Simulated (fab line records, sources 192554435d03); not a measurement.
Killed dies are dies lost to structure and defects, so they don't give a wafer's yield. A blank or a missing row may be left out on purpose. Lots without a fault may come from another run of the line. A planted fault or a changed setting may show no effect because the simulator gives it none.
fab line records | flow n5_finfet | part 1 of 2: steps 1 to 4 of 6
record lots=24 wafers=72 last_day=18
route steps=1938 shown BEOL_M4@1035
lots that met no fault: from a run of the same line without faults
start_h: hours from the record's first day to the start of the lot's first wafer shown | wait_h: hours since the lot's step before | " the same as in the row above | L1.1+2: a row that stands for several wafers | - no value, or no start given | * or withheld: withheld | < > ~ a bound
route shown NAME@n: a module of which the file shows steps, and the number in the route of the first | usual: mean/standard deviation of fault-free wafers | same: alike in all rows | chamber/n: place in a boat | sites: the reading at each site | _std_site: their standard deviation | _edge_site: outer sites' mean less inner sites' | radius_mm: how far each site lies from the wafer's centre | mask NAME#n: copy n | behind: the tool/chamber that last shaped the wafer | hold: why the lot was held/for how many hours/how that ended | device: the transistor (n, p or np) that didn't switch | end of line: the same wafers' tests at the end of the route | a step without rows: its recipe alone | killed: dies lost to structure and defects at the first sort, not the wafer's yield | map: a wafer's dies, x killed, . not, _ none there
set.NAME: the setting as run; set.NAME@STEP: as run at that earlier step | model.NAME: the simulator's own value behind a step, which no gauge read
steps of the route over a sample of lots; a table a step, a row a wafer
services: from which hour (start_h, from the record's first day; less than 0 if before it) a tool's chamber was out of use, for how many hours, and why
## steps
# step N5_BEOL_M4_OVL_MEAS_12
# recipe points_per_wafer=522
# usual M4_OVL=0.0/0.72
# columns lot.wafer tool chamber start_h wait_h M4_OVL[nm]
L074.1 overlay-01 0 172.51 0.0 -0.3
L074.3 " 0 " " -0.2
L074.5 " 0 " " 0.1
L076.1 overlay-02 0 175.49 0.0 0.0
L076.3 " 0 " " -0.8
L076.6 " 0 " " 0.8
L075.3 overlay-02 0 175.67 0.0 -0.1
L075.4 " 0 " " -0.3
L075.6 " 0 " " -0.1
L077.1 overlay-01 0 178.98 0.0 -1.1
L077.3 " 0 " " -0.9
L077.5 " 0 " " 0.2
L078.2 overlay-01 0 187.33 0.0 0.6
L078.4 " 0 " " 1.1
L078.5 " 0 " " -0.3
L080.1 overlay-02 0 188.15 0.0 -0.7
L080.2 " 0 " " -0.8
L080.6 " 0 " " -0.7
L079.3 overlay-02 0 189.83 0.0 0.5
L079.4 " 0 " " 0.2
L079.6 " 0 " " -0.1
L082.2 overlay-02 0 214.05 0.0 -0.7
L082.4 " 0 " " -1.4
L082.6 " 0 " " -0.9
L081.2 overlay-02 0 214.44 0.0 0.4
L081.4 " 0 " " 0.1
L081.5 " 0 " " -0.3
L084.1 overlay-02 0 223.06 0.0 0.1
L084.3 " 0 " " 0.1
L084.4 " 0 " " 0.7
L083.2 overlay-01 0 223.54 0.0 -0.4
L083.4 " 0 " " -0.9
L083.5 " 0 " " 1.0
L085.3 overlay-01 0 238.49 0.0 -0.5
L085.5 " 0 " " -0.1
L085.6 " 0 " " -1.1
L087.2 overlay-02 0 239.21 0.0 -0.5
L087.4 " 0 " " -0.6
L087.6 " 0 " " 0.2
L088.2 overlay-02 0 247.18 0.0 0.2
L088.3 " 0 " " -0.3
L088.5 " 0 " " -0.5
L086.1 overlay-01 0 250.94 0.0 0.0
L086.2 " 0 " " -0.1
L086.5 " 0 " " -0.1
L089.2 overlay-01 0 251.12 0.0 0.2
L089.4 " 0 " " 0.9
L089.6 " 0 " " 0.9
L091.2 overlay-01 0 256.06 0.0 -1.3
L091.4 " 0 " " -0.3
L091.6 " 0 " " -0.6
L090.1 overlay-01 0 259.98 0.0 -0.7
L090.5 " 0 " " -0.6
L090.6 " 0 " " 0.6
L092.2 overlay-01 0 273.03 0.0 -0.6
L092.5 " 0 " " 0.6
L092.6 " 0 " " -0.3
L093.3 overlay-02 0 279.39 0.0 2.0
L093.4 " 0 " " 1.2
L093.5 " 0 " " 2.1
L094.4 overlay-01 0 288.48 0.0 1.0
L094.5 " 0 " " -0.3
L094.6 " 0 " " 0.4
L095.1 overlay-02 0 289.56 0.0 -0.4
L095.5 " 0 " " -0.5
L095.6 " 0 " " 0.0
L097.1 overlay-02 0 307.98 0.0 -0.5
L097.4 " 0 " " -0.3
L097.5 " 0 " " -0.1
L096.1 overlay-02 0 309.37 0.0 1.2
L096.2 " 0 " " 0.2
L096.3 " 0 " " 0.6
# step N5_BEOL_M4_ETCH_74
# recipe chemistry=N2/H2 target=underlayer target_depth_a=65 mask_material=CAR-EUV time_s=5.2 ion_energy_ev=200 pressure_mtorr=30 source_w=840 bias_w=150 n2_flow_sccm=200 h2_flow_sccm=200 ends=cleared
# usual drypump_motor_current_A=5.67/0.28 etch_rf_on_time_s=5.02/0.15 oes_product_au=0.68/0.073 rf_vpp_V=523.9/2.9 showerhead_plenum_p_Torr=2.53/0.087 throttle_valve_pct=17.91/0.26
# columns lot.wafer tool chamber start_h wait_h drypump_motor_current_A etch_rf_on_time_s oes_product_au rf_hours_counter_h rf_vpp_V showerhead_plenum_p_Torr throttle_valve_pct
L074.1 rie_diel-03 1 172.64 0.0 5.37 5.07 0.61 213 519.4 2.38 17.89
L074.3 " 2 " " 5.76 5.16 0.64 165 523.8 2.44 17.94
L074.5 " 1 " " 5.35 5.00 0.60 - 520.8 2.38 17.88
L076.1 rie_diel-01 1 175.62 0.0 5.89 5.33 0.67 109 528.1 2.66 17.64
L076.3 " 0 " " 6.21 4.98 0.69 124 526.8 2.54 17.83
L076.6 " 0 " " 6.20 4.94 0.69 - 522.8 2.54 17.85
L075.3 rie_diel-03 0 175.79 0.0 5.55 5.03 0.60 194 524.6 2.62 18.23
L075.4 " 2 " " 5.71 5.14 0.64 166 521.7 2.44 17.95
L075.6 " 2 " " 5.70 5.12 0.64 - 523.0 2.44 17.95
L077.1 rie_diel-05 2 179.12 0.0 5.85 4.86 0.81 22 523.8 2.51 18.31
L077.3 " 1 " " 5.83 5.09 0.75 49 524.5 2.57 17.38
L077.5 " 3 " " 5.29 4.82 0.82 - 522.4 2.48 17.99
L078.2 rie_diel-03 0 188.98 0.0 5.56 4.96 0.60 199 527.4 2.61 18.23
L078.4 " 2 " " 5.73 5.03 0.64 170 518.3 2.44 17.95
L078.5 " 0 " " 5.57 4.96 0.61 - 525.6 2.62 18.23
L080.1 rie_diel-03 1 189.80 0.0 5.38 4.98 0.61 219 519.5 2.38 17.90
L080.2 " 2 " " 5.76 5.07 0.64 171 519.8 2.44 17.95
L080.6 " 0 " " 5.54 5.02 0.60 - 527.3 2.61 18.21
L079.3 rie_diel-01 0 191.00 0.0 6.22 5.00 0.67 132 525.9 2.53 17.83
L079.4 " 1 " " 5.93 5.35 0.64 117 527.1 2.66 17.64
L079.6 " 1 " " 5.94 5.37 0.65 - 528.2 2.66 17.65
L082.2 rie_diel-05 1 214.35 0.0 5.85 5.24 0.74 56 524.3 2.57 17.39
L082.4 " 2 " " 5.88 4.88 0.80 29 522.9 2.51 18.35
L082.6 " 1 " " 5.87 5.15 0.73 - 525.3 2.57 17.39
L081.2 rie_diel-05 3 214.58 0.0 5.29 4.92 0.80 18 524.2 2.48 18.02
L081.4 " 0 " " 5.82 5.22 0.62 193 522.8 2.52 17.84
L081.5 " 3 " " 5.28 4.93 0.79 - 523.3 2.48 18.01
L084.1 rie_diel-03 1 223.19 0.0 5.38 5.03 0.60 231 518.7 2.37 17.93
L084.3 " 2 " " 5.75 5.08 0.63 183 518.3 2.43 17.96
L084.4 " 3 " " 5.60 4.84 0.72 81 524.2 2.57 17.74
L083.2 rie_diel-03 1 223.67 0.0 5.37 5.00 0.60 231 519.4 2.37 17.93
L083.4 " 0 " " 5.56 5.06 0.60 211 525.9 2.61 18.26
L083.5 " 0 " " 5.55 5.06 0.60 - 527.1 2.61 18.25
L085.3 rie_diel-03 3 238.69 0.0 5.68 4.80 0.72 86 523.4 2.57 17.72
L085.5 " 2 " " 5.78 5.16 0.62 - 522.1 2.43 17.98
L085.6 " 3 " " 5.62 4.85 0.72 - 522.6 2.57 17.72
L087.2 rie_diel-03 2 239.78 0.0 5.72 5.14 0.62 189 521.8 2.43 17.97
L087.4 " 1 " " 5.37 5.04 0.59 236 521.3 2.37 17.94
L087.6 " 1 " " 5.37 4.97 0.60 - 516.8 2.37 17.96
L088.2 rie_diel-03 0 247.30 0.0 5.57 5.03 0.60 219 524.7 2.61 18.26
L088.3 " 1 " " 5.41 4.98 0.59 239 519.8 2.37 17.93
L088.5 " 2 " " 5.76 5.17 0.62 - 520.9 2.43 17.96
L086.1 rie_diel-01 3 251.09 0.0 5.13 5.19 0.78 25 530.1 2.70 17.60
L086.2 " 2 " " 6.18 4.91 0.79 43 526.4 2.57 17.76
L086.5 " 0 " " 6.21 4.96 0.67 - 521.7 2.53 17.89
L089.2 rie_diel-01 2 251.66 0.0 6.18 4.86 0.79 43 527.8 2.57 17.78
L089.4 " 0 " " 6.22 4.89 0.67 152 522.9 2.52 17.91
L089.6 " 2 " " 6.18 4.85 0.79 - 523.3 2.57 17.78
L091.2 rie_diel-03 0 256.18 0.0 5.55 5.02 0.59 222 522.5 2.61 18.28
L091.4 " 1 " " 5.39 5.01 0.60 242 521.6 2.37 17.95
L091.6 " 2 " " 5.75 5.20 0.62 - 518.7 2.43 18.02
L090.1 rie_diel-03 2 260.15 0.0 5.74 5.16 0.62 196 521.3 2.43 17.97
L090.5 " 1 " " 5.39 5.03 0.61 - 520.5 2.37 17.94
L090.6 " 0 " " 5.55 5.07 0.59 - 526.0 2.60 18.26
L092.2 rie_diel-05 2 273.20 0.0 5.85 4.90 0.77 48 522.8 2.50 18.38
L092.5 " 3 " " 5.29 4.87 0.76 - 522.6 2.47 18.05
L092.6 " 2 " " 5.83 4.86 0.77 - 522.8 2.50 18.37
L093.3 rie_diel-01 2 279.50 0.0 6.18 4.95 0.76 52 525.0 2.57 17.78
L093.4 " 0 " " 6.22 4.96 0.67 161 523.2 2.52 17.91
L093.5 " 2 " " 6.19 4.98 0.76 - 525.5 2.57 17.79
L094.4 rie_diel-03 0 288.69 0.0 5.54 5.06 0.58 - 524.1 2.60 18.30
L094.5 " 2 " " 5.70 5.12 0.60 - 521.0 2.42 18.01
L094.6 " 3 " " 5.64 4.80 0.71 - 526.1 2.56 17.74
L095.1 rie_diel-05 3 289.74 0.0 5.29 4.87 0.75 46 524.7 2.47 18.05
L095.5 " 1 " " 5.83 5.20 0.71 - 523.2 2.56 17.41
L095.6 " 0 " " 5.77 5.13 0.61 - 521.9 2.51 17.90
L097.1 rie_diel-05 1 308.27 0.0 5.84 5.14 0.71 84 524.1 2.55 17.43
L097.4 " 0 " " 5.81 5.16 0.61 223 523.2 2.51 17.91
L097.5 " 0 " " 5.80 5.13 0.61 - 522.6 2.51 17.91
L096.1 rie_diel-05 1 309.51 0.0 5.83 5.24 0.70 85 528.1 2.55 17.39
L096.2 " 3 " " 5.28 4.84 0.76 55 523.1 2.46 18.05
L096.3 " 2 " " 5.84 4.89 0.75 64 519.6 2.49 18.42
# step N5_BEOL_M4_ALD_98
# recipe material=SiO2 target_thk_a=25 temp_c=100 ald_precursor_family=BDEAS ald_co_reactant=O2-plasma pulse_time_s=1 co_reactant_pulse_time_s=1 purge_time_s=2 co_reactant_purge_time_s=2 ald_cycles=17 pressure_torr=2
# usual heater_power_w=75/5.9 precursor_pulse_height_rel=0.999/0.02
# columns lot.wafer tool chamber start_h wait_h heater_power_w precursor_pulse_height_rel since_wet_clean_h
L074.1 ald_sin-01 2 174.14 0.6 77 1.003 75
L074.3 " 0 " " 73 0.985 75
L074.5 " 2 " " 77 0.986 -
L076.1 ald_sin-04 2 177.10 0.4 77 1.011 273
L076.3 " 1 " " 79 0.999 273
L076.6 " 2 " " 75 1.004 -
L075.3 ald_sin-04 0 177.19 0.5 84 0.978 273
L075.4 " 1 " " 81 0.975 273
L075.6 " 3 " " 75 1.000 -
L077.1 ald_sin-04 0 180.52 0.4 84 1.013 277
L077.3 " 1 " " 79 0.971 277
L077.5 " 1 " " 79 0.986 -
L078.2 ald_sin-01 3 190.69 0.1 78 0.994 91
L078.4 " 0 " " 73 1.017 -
L078.5 " 3 " " 80 0.980 -
L080.1 ald_sin-02 0 191.71 0.3 74 0.986 0
L080.2 " 1 " " 77 1.008 0
L080.6 " 1 " " 79 1.002 -
L079.3 ald_sin-02 2 192.21 0.1 59 1.024 1
L079.4 " 0 " " 73 1.031 1
L079.6 " 2 " " 58 1.018 -
L082.2 ald_sin-02 3 215.37 0.1 72 1.033 24
L082.4 " 3 " " 70 0.996 -
L082.6 " 1 " " 78 1.000 -
L081.2 ald_sin-04 0 215.91 0.3 86 1.013 312
L081.4 " 3 " " 75 1.010 312
L081.5 " 1 " " 78 0.989 -
L084.1 ald_sin-01 3 224.53 0.3 79 1.009 125
L084.3 " 2 " " 77 0.986 125
L084.4 " 1 " " 73 0.966 125
L083.2 ald_sin-04 1 224.68 0.1 78 1.019 321
L083.4 " 3 " " 77 1.024 321
L083.5 " 3 " " 75 0.977 -
L085.3 ald_sin-01 1 239.88 0.1 74 0.964 141
L085.5 " 1 " " 73 1.021 -
L085.6 " 0 " " 74 1.028 -
L087.2 ald_sin-01 3 240.81 0.1 79 1.012 142
L087.4 " 1 " " 72 1.003 142
L087.6 " 3 " " 81 0.978 -
L088.2 ald_sin-01 2 248.31 0.1 77 0.960 149
L088.3 " 0 " " 74 0.952 149
L088.5 " 0 " " 76 1.023 -
L086.1 ald_sin-02 3 252.53 0.1 72 1.004 61
L086.2 " 1 " " 79 0.979 61
L086.5 " 1 " " 79 0.996 -
L089.2 ald_sin-02 3 252.88 0.1 72 1.034 61
L089.4 " 2 " " 57 1.020 61
L089.6 " 3 " " 74 1.000 -
L091.2 ald_sin-01 1 257.17 0.1 72 1.011 158
L091.4 " 0 " " 74 0.978 158
L091.6 " 1 " " 71 0.962 -
L090.1 ald_sin-02 2 261.36 0.3 58 1.000 70
L090.5 " 1 " " 81 0.990 -
L090.6 " 0 " " 73 1.002 -
L092.2 ald_sin-02 0 274.32 0.2 75 1.030 83
L092.5 " 0 " " 74 0.984 -
L092.6 " 1 " " 78 0.996 -
L093.3 ald_sin-02 0 281.54 0.8 75 1.033 90
L093.4 " 3 " " 70 0.980 90
L093.5 " 1 " " 80 1.017 -
L094.4 ald_sin-02 2 289.69 0.0 57 0.990 98
L094.5 " 3 " " 70 1.018 -
L094.6 " 0 " " 75 1.002 -
L095.1 ald_sin-01 0 290.71 0.1 76 1.016 191
L095.5 " 3 " " 80 0.979 -
L095.6 " 0 " " 75 0.988 -
L097.1 ald_sin-04 0 309.70 0.1 76 1.001 27
L097.4 " 1 " " 72 1.018 -
L097.5 " 0 " " 75 0.989 -
L096.1 ald_sin-04 1 310.69 0.1 71 1.028 28
L096.2 " 3 " " 71 0.996 28
L096.3 " 0 " " 76 1.035 28
# step N5_BEOL_M4_TRENCH_ETCH_37
# recipe chemistry=C4F6/O2 target_depth_a=555.55 target=SiOC time_s=29.2 ion_energy_ev=250 pressure_mtorr=30 source_w=355 bias_w=185 Ar_flow_sccm=300 C4F6_flow_sccm=10 O2_flow_sccm=10
# usual drypump_motor_current_A=5.7/0.35 oes_product_au=0.82/0.084 rf_vpp_V=665/11 showerhead_plenum_p_Torr=2.88/0.097 throttle_valve_pct=20.93/0.21
# columns lot.wafer tool chamber start_h wait_h drypump_motor_current_A oes_product_au rf_hours_counter_h rf_vpp_V showerhead_plenum_p_Torr throttle_valve_pct
L074.1 rie_diel-03 0 - - 5.5 0.71 195 683 2.92 21.20
L074.3 " 2 " " 5.7 0.75 166 645 2.74 20.86
L074.5 " 2 " " 5.7 0.75 - 645 2.74 20.86
L075.3 rie_diel-01 0 - - 6.2 0.79 126 660 2.88 21.10
L075.4 " 0 " " 6.2 0.79 - 660 2.88 21.10
L075.6 " 2 " " 6.2 0.96 - 676 2.95 21.05
L076.1 rie_diel-03 3 - - 5.6 0.84 70 652 2.91 20.87
L076.3 " 1 " " 5.4 0.71 221 671 2.71 21.18
L076.6 " 0 " " 5.5 0.71 - 680 2.92 21.22
L077.1 rie_diel-01 0 - - 6.2 0.79 133 659 2.88 21.09
L077.3 " 3 " " 5.1 0.96 6 654 3.01 20.57
L077.5 " 1 " " 5.9 0.77 - 679 2.97 20.71
L078.2 rie_diel-05 3 - - 5.3 0.94 12 662 2.77 20.98
L078.4 " 0 " " 5.8 0.75 187 661 2.79 20.64
L078.5 " 1 " " 5.9 0.87 - 660 2.93 20.73
L080.1 rie_diel-03 1 - - 5.4 0.70 223 670 2.71 21.16
L080.2 " 0 " " 5.5 0.70 203 682 2.92 21.20
L080.6 " 2 " " 5.7 0.74 - 645 2.74 20.86
L079.3 rie_diel-03 1 - - 5.4 0.71 223 673 2.71 21.16
L079.4 " 3 " " 5.6 0.83 72 651 2.91 20.89
L079.6 " 3 " " 5.6 0.85 - 651 2.90 20.89
L082.2 rie_diel-05 3 - - 5.3 0.92 21 664 2.76 20.98
L082.4 " 1 " " 5.8 0.85 58 661 2.92 20.74
L082.6 " 0 " " 5.8 0.74 - 661 2.79 20.64
L081.2 rie_diel-01 1 - - 5.9 0.77 126 680 2.97 20.72
L081.4 " 0 " " 6.2 0.78 144 661 2.87 21.11
L081.5 " 3 " " 5.1 0.93 - 656 3.01 20.59
L083.2 rie_diel-01 3 - - 5.1 0.92 18 655 3.01 20.57
L083.4 " 2 " " 6.2 0.93 34 674 2.94 21.09
L083.5 " 3 " " 5.1 0.92 - 654 3.01 20.56
L084.1 rie_diel-03 1 - - 5.4 0.70 232 670 2.71 21.19
L084.3 " 0 " " 5.5 0.70 212 681 2.91 21.22
L084.4 " 2 " " 5.7 0.73 184 646 2.73 20.89
L085.3 rie_diel-01 3 - - 5.2 0.90 23 656 3.01 20.57
L085.5 " 1 " " 6.0 0.77 - 680 2.97 20.73
L085.6 " 0 " " 6.2 0.78 - 660 2.87 21.13
L087.2 rie_diel-01 3 - - 5.1 0.91 24 659 3.01 20.58
L087.4 " 0 " " 6.2 0.77 150 660 2.87 21.12
L087.6 " 1 " " 5.9 0.75 - 680 2.97 20.74
L088.2 rie_diel-01 2 - - 6.2 0.92 42 675 2.94 21.10
L088.3 " 3 " " 5.1 0.91 25 656 3.00 20.58
L088.5 " 3 " " 5.1 0.90 - 655 3.00 20.56
L086.1 rie_diel-03 1 - - 5.4 0.69 242 671 2.71 21.20
L086.2 " 0 " " 5.5 0.69 222 680 2.91 21.25
L086.5 " 2 " " 5.8 0.72 - 645 2.73 20.89
L089.2 rie_diel-05 2 - - 5.8 0.91 42 666 2.78 21.14
L089.4 " 0 " " 5.8 0.73 207 661 2.78 20.67
L089.6 " 2 " " 5.8 0.89 - 666 2.78 21.13
L091.2 rie_diel-01 0 - - 6.2 0.77 156 661 2.86 21.13
L091.4 " 2 " " 6.2 0.90 48 675 2.93 21.12
L091.6 " 2 " " 6.2 0.91 - 675 2.93 21.11
L090.1 rie_diel-01 3 - - 5.1 0.89 34 657 3.00 20.59
L090.5 " 3 " " 5.1 0.88 - 656 3.00 20.59
L090.6 " 2 " " 6.2 0.90 - 676 2.93 21.10
L092.2 rie_diel-01 3 - - 5.1 0.88 35 656 3.00 20.61
L092.5 " 2 " " 6.2 0.90 - 674 2.93 21.11
L092.6 " 1 " " 5.9 0.75 - 678 2.96 20.75
L093.3 rie_diel-03 0 - - 5.5 0.69 231 680 2.90 21.26
L093.4 " 0 " " 5.5 0.69 - 679 2.90 21.25
L093.5 " 3 " " 5.6 0.82 - 652 2.89 20.93
L094.4 rie_diel-03 1 - - 5.4 1.00 - 681 3.04 20.97
L094.5 " 3 " " 5.6 0.80 - 650 2.89 20.92
L094.6 " 2 " " 5.8 0.72 - 645 2.72 20.92
L095.1 rie_diel-05 1 - - 5.8 0.84 79 660 2.91 20.78
L095.5 " 2 " " 5.9 0.88 - 665 2.77 21.19
L095.6 " 3 " " 5.3 0.87 - 663 2.75 21.02
L097.1 rie_diel-01 2 - - 6.2 0.88 69 675 2.92 21.12
L097.4 " 1 " " 5.9 0.73 - 679 2.95 20.78
L097.5 " 2 " " 6.2 0.87 - 675 2.92 21.15
L096.1 rie_diel-05 0 - - 5.8 0.71 229 661 2.77 20.71
L096.2 " 3 " " 5.3 0.86 59 663 2.75 21.06
L096.3 " 2 " " 5.8 0.86 70 664 2.76 21.19
